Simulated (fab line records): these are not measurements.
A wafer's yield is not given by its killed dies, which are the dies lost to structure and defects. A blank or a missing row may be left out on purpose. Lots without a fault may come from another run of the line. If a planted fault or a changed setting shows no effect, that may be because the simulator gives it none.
Which tool did it?	flow nand harc	12 lots with 36 wafers sampled at 5 steps, on a route of 1302 steps

## WHAT THE GAUGES READ, wafer by wafer
NHARC_P_M0_THK_MEAS_24: measures by xrf. Usual: thk nm at 117.2 nm, with a standard deviation of 1.8.
lot	measured	on	thk nm (nm)	flag
L713	day 7 17:49	film metro-02	117.5 116.9 119.1	
L714	day 7 19:46	film metro-01	121.5 118.9 118.1	
L715	day 8 08:41	film metro-01	119.6 116.2 118.9	
L717	day 9 00:28	film metro-02	115.1 116.1 117.1	
L716	day 9 01:53	film metro-02	115.0 119.6 116.1	
L718	day 9 13:23	film metro-01	118.5 117.7 120.4	
L719	day 10 06:00	film metro-02	117.7 116.3 115.0	
L720	day 10 14:24	film metro-02	116.7 116.9 115.1	
L724	day 12 06:17	film metro-02	117.3 116.0 117.6	
L731	day 15 00:02	film metro-02	117.7 121.4 115.1	
L732	day 15 08:40	film metro-02	120.2 119.2 117.3	
L733	day 15 14:55	film metro-02	118.3 113.7 116.9	

NHARC_END_SORT_01. Usual: defect limited yield 91 %, standard deviation 3.1; killed at array 54, standard deviation 21; killed at other 0.9, standard deviation 1.1; killed at periphery 3.5, standard deviation 2.5; killed dies 58, standard deviation 21; killed open 3.3, standard deviation 1.9; killed short 2.6, standard deviation 1.8; sort_bin_2_pct 3.0 %, standard deviation 1.4; sort_bin_3_pct 0.6 %, standard deviation 0.41; sort_bin_4_pct 4.9 %, standard deviation 1.7; sort n pass 619, standard deviation 21; sort rim yield pct 92 %, standard deviation 4; sort yield pct 91 %, standard deviation 3.1.
lot	measured	on	defect limited yield (%)	killed at array	killed at other	killed at periphery	killed dies	killed open	killed short	sort_bin_2_pct (%)	sort_bin_3_pct (%)	sort_bin_4_pct (%)	sort n pass	sort rim yield pct (%)	sort yield pct (%)	flag
L719	day 28 11:56	prober-02	92 93 92	55 49 55	0 0 0	1 1 2	56 50 57	5 3 6	2 3 3	3.1 2.4 3.5	0.3 0.7 0.4	4.9 4.3 4.4	621 627 620	98 92 93	92 93 92	
L720	day 29 02:26	prober-01	92 94 93	46 37 42	0 0 0	5 4 5	51 41 47	3 1 5	1 2 2	2.5 2.4 2.4	0.3 0.6 0.3	4.7 3.1 4.3	626 636 630	95 95 98	92 94 93	
L724	day 30 09:28	prober-02	88 89 89	58 47 53	2 2 0	22 23 21	82 72 74	3 2 5	6 3 7	4.9 2.2 4.7	1.2 0.9 0.4	6.1 7.5 5.8	595 605 603	87 97 96	88 89 89	OFF
L733	day 34 04:04	prober-02	94 92 94	35 51 41	2 1 0	1 5 1	38 57 42	5 6 2	5 4 4	2.8 2.4 1.8	0.4 0.6 0.3	2.4 5.5 4.1	639 620 635	92 97 89	94 92 94	

## WHICH TOOL RAN EACH LOT (tool, then ch and the chambers of the sampled wafers, then the start)
lot	NHARC_P_M0_PRE_CLEAN_29	NHARC_P_M0_PVD_21	NHARC_P_M1_ETCH_15
L713	pvd sputter-03, day 7 16:10	pvd sputter-03, day 7 17:49 or earlier	rie diel-04 ch 1,2, no start
L714	pvd sputter-03, day 7 18:19	pvd sputter-03, day 7 19:46 or earlier	rie diel-10 ch 0,1,3, no start
L715	pvd sputter-02, day 8 07:17	pvd sputter-02, day 8 08:41 or earlier	rie diel-03 ch 0,1, no start
L717	pvd sputter-03, day 8 23:08	pvd sputter-03, day 9 00:28 or earlier	rie diel-04 ch 2,3, no start
L716	pvd sputter-01, day 9 00:33	pvd sputter-01, day 9 01:53 or earlier	rie diel-10 ch 0,1,2, no start
L718	pvd sputter-01, day 9 12:04	pvd sputter-01, day 9 13:23 or earlier	rie diel-10 ch 0,3, no start
L719	pvd sputter-02, day 10 04:32	pvd sputter-02, day 10 06:00 or earlier	rie diel-03 ch 0,2, day 28 11:56 or earlier
L720	pvd sputter-02, day 10 13:03	pvd sputter-02, day 10 14:24 or earlier	rie diel-10 ch 0,1,2, day 29 02:26 or earlier
L724	pvd sputter-02, day 12 04:55	pvd sputter-02, day 12 06:17 or earlier	rie diel-04 ch 0,2,3, day 30 09:28 or earlier
L731	pvd sputter-02, day 14 22:43	pvd sputter-02, day 15 00:02 or earlier	rie diel-04 ch 0,3, no start
L732	pvd sputter-03, day 15 07:09	pvd sputter-03, day 15 08:40 or earlier	rie diel-04 ch 0,2,3, no start
L733	pvd sputter-01, day 15 13:35	pvd sputter-01, day 15 14:55 or earlier	rie diel-03 ch 0,1,3, day 34 04:04 or earlier
- NHARC_P_M0_PRE_CLEAN_29: time 30 s.
- NHARC_P_M0_PVD_21: deposits Cu, target thk 30 nm, time 20.49 s.
- NHARC_P_M1_ETCH_15: etches the open film in C4F8/Ar, target depth 182.5 nm, time 91.2 s.

## WHAT THE TOOLS THEMSELVES READ (means of the sampled wafers that have a number; where no wafer has one, the mark that the record gives instead)
NHARC_P_M0_PRE_CLEAN_29. Usual: heater power w at 388 W, with a standard deviation of 25.
lot	tool	heater power w (W)	flag
L713	pvd sputter-03	400	
L714	pvd sputter-03	402	
L715	pvd sputter-02	371	
L717	pvd sputter-03	400	
L716	pvd sputter-01	373	
L718	pvd sputter-01	380	
L719	pvd sputter-02	378	
L720	pvd sputter-02	370	
L724	pvd sputter-02	375	
L731	pvd sputter-02	389	
L732	pvd sputter-03	421	
L733	pvd sputter-01	398	

NHARC_P_M0_PVD_21. Usual: throttle valve pct at 29.7 %, with a standard deviation of 0.94.
lot	tool	throttle valve pct (%)	flag
L713	pvd sputter-03	29.6	
L714	pvd sputter-03	30.0	
L715	pvd sputter-02	29.1	
L717	pvd sputter-03	30.1	
L716	pvd sputter-01	30.0	
L718	pvd sputter-01	30.4	
L719	pvd sputter-02	29.3	
L720	pvd sputter-02	29.6	
L724	pvd sputter-02	29.6	
L731	pvd sputter-02	29.8	
L732	pvd sputter-03	30.3	
L733	pvd sputter-01	30.1	

NHARC_P_M1_ETCH_15. Usual: oes product au 0.964 a.u., standard deviation 0.021; rf fwd power W 595.5 W, standard deviation 2.2; rf vpp V 440.6 V, standard deviation 2.3.
lot	tool	oes product au (a.u.)	rf fwd power W (W)	rf vpp V (V)	flag
L713	rie diel-04	0.970	596.6	442.4	
L714	rie diel-10	0.972	594.2	439.8	
L715	rie diel-03	0.980	596.8	439.0	
L717	rie diel-04	0.984	596.0	439.8	
L716	rie diel-10	0.929	595.4	442.1	
L718	rie diel-10	0.968	593.5	440.3	
L719	rie diel-03	0.975	597.3	437.1	
L720	rie diel-10	0.966	594.8	441.5	
L724	rie diel-04	0.977	595.5	440.1	
L731	rie diel-04	0.966	597.8	439.1	
L732	rie diel-04	0.975	594.7	439.3	
L733	rie diel-03	0.979	595.2	439.6	

## THE ANSWER, worked out from the rows above alone
Rule: a lot counts as off when the mean over its wafers that have a number is more than 3 standard deviations away from the usual mean. Also off: a lot with no number at a reading for which 4 or more lots have one. Where the step has rows for the other lots, those lots are counted as sound. After the gauges, taken in route order, come the tools' own readings; for these a lot's mean is taken, as printed above. At the first step where some lot is off, the reading lying furthest off is the one used; lots without a number count as furthest.
Off: L724, at NHARC_END_SORT_01 (killed at periphery). Neither off nor sound, because the step has no rows for them: L713, L714, L715, L717, L716, L718, L731, L732.
A tool fits if, at a process step before that reading, it ran every lot that is off, and no sound lot after the first of them. Those tools and the gauges at NHARC_END_SORT_01 are tried in the same way. Because NHARC_P_M0_PVD_21 lacks a start for some lots, the hours and order of its lots are taken from NHARC_P_M0_THK_MEAS_24. Because NHARC_P_M1_ETCH_15 lacks a start for some lots, the hours and order of its lots are taken from NHARC_END_SORT_01. Can't be told from this: 2 tools fit, pvd sputter-02 at NHARC_P_M0_PRE_CLEAN_29 and NHARC_P_M0_PVD_21, rie diel-04 at NHARC_P_M1_ETCH_15.

## WHAT THE SIMULATOR HAD PUT IN
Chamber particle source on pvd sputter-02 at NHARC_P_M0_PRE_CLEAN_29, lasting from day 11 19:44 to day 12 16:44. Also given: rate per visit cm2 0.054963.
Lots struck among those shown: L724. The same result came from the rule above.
